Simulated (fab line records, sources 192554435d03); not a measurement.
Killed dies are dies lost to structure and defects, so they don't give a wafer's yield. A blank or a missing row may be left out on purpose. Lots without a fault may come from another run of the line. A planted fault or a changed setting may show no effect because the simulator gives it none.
Chamber matching | flow n5_finfet | N5_SDB_STRIP_21 on rie_diel-06: 4 sister chambers
The step strips in CF4. 8 wafers are shown with their chamber, then 8 later ones without.

WAFERS WITH THEIR CHAMBER
wafer  | chamber | showerhead_plenum_p_Torr (Torr) | drypump_motor_current_A (A)
L075.1 | 2       | 1.85                            | 5.4
L075.6 | 2       | 1.85                            | 5.3
L078.1 | 0       | 1.84                            | 5.3
L078.6 | 0       | 1.85                            | 5.3
L084.3 | 1       | 1.92                            | 5.9
L084.4 | 1       | 1.92                            | 5.9
L084.6 | 3       | 1.91                            | 5.0
L087.1 | 3       | 1.91                            | 5.0

WAFERS WITHOUT THEIR CHAMBER
wafer  | showerhead_plenum_p_Torr (Torr) | drypump_motor_current_A (A)
L087.4 | 1.84                            | 5.2
L087.5 | 1.92                            | 5.9
L090.1 | 1.84                            | 5.2
L090.3 | 1.90                            | 5.0
L090.6 | 1.92                            | 5.9
L097.1 | 1.84                            | 5.3
L097.3 | 1.90                            | 4.9
L097.4 | 1.91                            | 5.9

WHICH CHAMBER EACH WENT THROUGH
wafer  | from the rows above     | in truth
L087.4 | can't be placed: 0 or 2 | 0
L087.5 | 1                       | 1
L090.1 | can't be placed: 0 or 2 | 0
L090.3 | 3                       | 3
L090.6 | 1                       | 1
L097.1 | can't be placed: 0 or 2 | 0
L097.3 | 3                       | 3
L097.4 | 1                       | 1
Placed correctly: 5 of 8. Can't be placed from these rows: 3 (the true chamber is among the candidates in 3). Placed wrongly: 0.
How it was worked out, from the rows above alone: a wafer's distance from a chamber is the root of the sum, over the readings, of the square of ((its reading less the chamber's mean) divided by the reading's scatter). The wafer belongs to the nearest chamber; if the next one is less than 2 further off, it can't be placed. A chamber's mean is the mean of its shown wafers. The scatter: the root of (the sum of the squares of (reading less its chamber's mean) over the shown wafers, divided by (wafers less chambers)).
